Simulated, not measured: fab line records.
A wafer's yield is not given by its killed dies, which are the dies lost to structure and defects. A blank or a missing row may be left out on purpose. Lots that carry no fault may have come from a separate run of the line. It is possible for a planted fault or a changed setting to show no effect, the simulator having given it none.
Comparing a struck lot with a sound one / flow n5Finfet / 16 out of 1938 route steps
Sound: the wafers L359.1, L359.5, L359.6. Wafers L374.2, L374.3, L374.5 were the ones struck. The cause is given at the end.
Order at every step that has rows: each side's tool, ch and its chambers, its first start. Under that, the readings that differ: sound wafers / struck wafers / difference of the means / sigmas: that difference in standard deviations of wafers without a fault.
alike: readings whose means differ by less than 2 such deviations, and words and numbers that are the same on both sides. not compared: withheld readings, readings that some wafer has no value for, bounds like >300 that may hide the same value, and numbers for which the record gives no deviation and whose values overlap.
A row with sigmas, a row that says differs or no value, or rows on one side alone: a step with any of these is where the two part. Numbers that don't overlap but have no deviation are shown without sigmas and don't part them. A reading missing from all wafers of one side parts the sides only when that side holds two or more wafers.

N5_BEOL_M2_STRIP_36: strips in N2/H2.
  sound on rieDiel-06 ch 0,3, day 6 17:45; struck on rieDiel-04 ch 1,3, day 10 18:04
  alike: biasPowerW, chamberPressureMTorr, drypumpMotorCurrentA, oesProductAu, rfVppV, showerheadPlenumPTorr, throttleValvePct
  not compared: rfHoursCounterH
then, 1 step without rows for these wafers: N5_BEOL_M2_TRENCH_ETCH_37 (etches SiOC in C4F6/O2, target depth 55.555 nm, time 29.2 s).
N5_BEOL_M2_ETCH_41: etches SiCN in CH3F/O2, target depth 29.9 nm, time 52.5 s.
  sound: rieDiel-06 ch 0,3; struck: rieDiel-04 ch 1,3
  alike: chamberPressureMTorr, drypumpMotorCurrentA, oesProductAu, rfVppV, showerheadPlenumPTorr, throttleValvePct
  not compared: rfHoursCounterH
N5_BEOL_M2_STRIP_97: strips in N2/H2, time 10 s.
  sound: rieDiel-06 ch 0,3; struck: rieDiel-04 ch 1,3
  alike: biasPowerW, chamberPressureMTorr, drypumpMotorCurrentA, oesProductAu, rfVppV, showerheadPlenumPTorr, throttleValvePct
  not compared: rfHoursCounterH
N5_BEOL_M2_OCD_MEAS_38:
  struck on ocd-02, day 10 18:16; sound on ocd-01, day 6 17:56
  alike: trenchDepthNm
then, 4 steps without rows for these wafers: N5_BEOL_M2_HM_STRIP_39 (strips TiN in peroxide tin strip, target depth 25 nm, time 158 s); N5_BEOL_M2_SRD_40 (time 30 s); N5_BEOL_M2_PRECLEAN_42 (cleans in residue remover, time 60 s); N5_BEOL_M2_SRD_43 (time 30 s).
N5_BEOL_M2_CD_MEAS_35: target cd 18 nm, target cd y 22.2 nm.
  struck on cdSem-03, day 10 18:25; sound on cdSem-01, day 6 18:06
reading=cdNm (nm); sound=18.1 17.9 18.3; struck=16.8 17.4 16.8; difference=-1.1; sigmas=-3
N5_BEOL_M2_DEGAS_44: time 60 s.
  struck on pvdSputter-03, day 10 19:35; sound on pvdSputter-03, day 6 18:08
  alike: heaterPowerW
then, 1 step without rows for these wafers: N5_BEOL_M2_PRE_CLEAN_45 (time 30 s).
N5_BEOL_M2_ALD_84: deposits TaN, pulse time 2 s, purge time 3 s, co reactant purge time 2 s.
  sound on aldMetal-03 ch 1,2, day 6 18:14; struck on aldMetal-03 ch 0,1, day 10 19:43
reading=aldCycles; sound=30 30 30; struck=9 9 9; difference=-21; sigmas=
  alike: heaterPowerW
  not compared: model.TaN_of_BEOL_M2_ALD_84.thkNm
N5_BEOL_M2_SURFACE_TREAT_85:
  sound on pvdSputter-02, day 6 18:28; struck on pvdSputter-03
  alike: arFlowSccm
  not compared: throttleValvePct
N5_BEOL_M4_RC_MEAS_101:
  the record has rows for the sound wafers here (prober-02 ch 0, day 7 12:51) and none for the struck ones
-- a jump in the record: the struck wafers' starts before and after are 5 days apart (it breaks off in module BEOL_M4 and resumes in module PASSIVATION, where the first step shown is number 1936 of the route) --
N5_PASSIVATION_PROBE_49:
  struck on prober-02, day 15 13:52; sound on prober-02, day 11 11:20
reading=defectLimitedYield (%); sound=90.2 89.9 91.2; struck=21.5 25.7 24.8; difference=-66.4; sigmas=-44
reading=killed_at_M0_to_M3; sound=34 37 30; struck=861 818 827; difference=+802; sigmas=+85
reading=killedDies; sound=116 119 104; struck=926 877 887; difference=+784; sigmas=+46
reading=killedOnRim; sound=18 18 11; struck=124 125 112; difference=+105; sigmas=+24
reading=sort_bin_4_leakage (%); sound=0 0 0; struck=70.59 65.68 67.03; difference=+67.77; sigmas=+99 or more
reading=sortNPass; sound=1064 1061 1076; struck=254 303 293; difference=-784; sigmas=-46
reading=sortYieldPct (%); sound=90.2 89.9 91.2; struck=21.5 25.7 24.8; difference=-66.4; sigmas=-44
  alike: killed_at_M4_up, killedAtContacts, killedAtFrontEnd, killedAtOther, killedOpen, killedShort, sort_bin_5_function, sort_bin_6_memory

## WHERE THEY PART
Last at N5_PASSIVATION_PROBE_49 as far as this record goes, first at N5_BEOL_M2_CD_MEAS_35.

WHY: the cause the simulator had injected
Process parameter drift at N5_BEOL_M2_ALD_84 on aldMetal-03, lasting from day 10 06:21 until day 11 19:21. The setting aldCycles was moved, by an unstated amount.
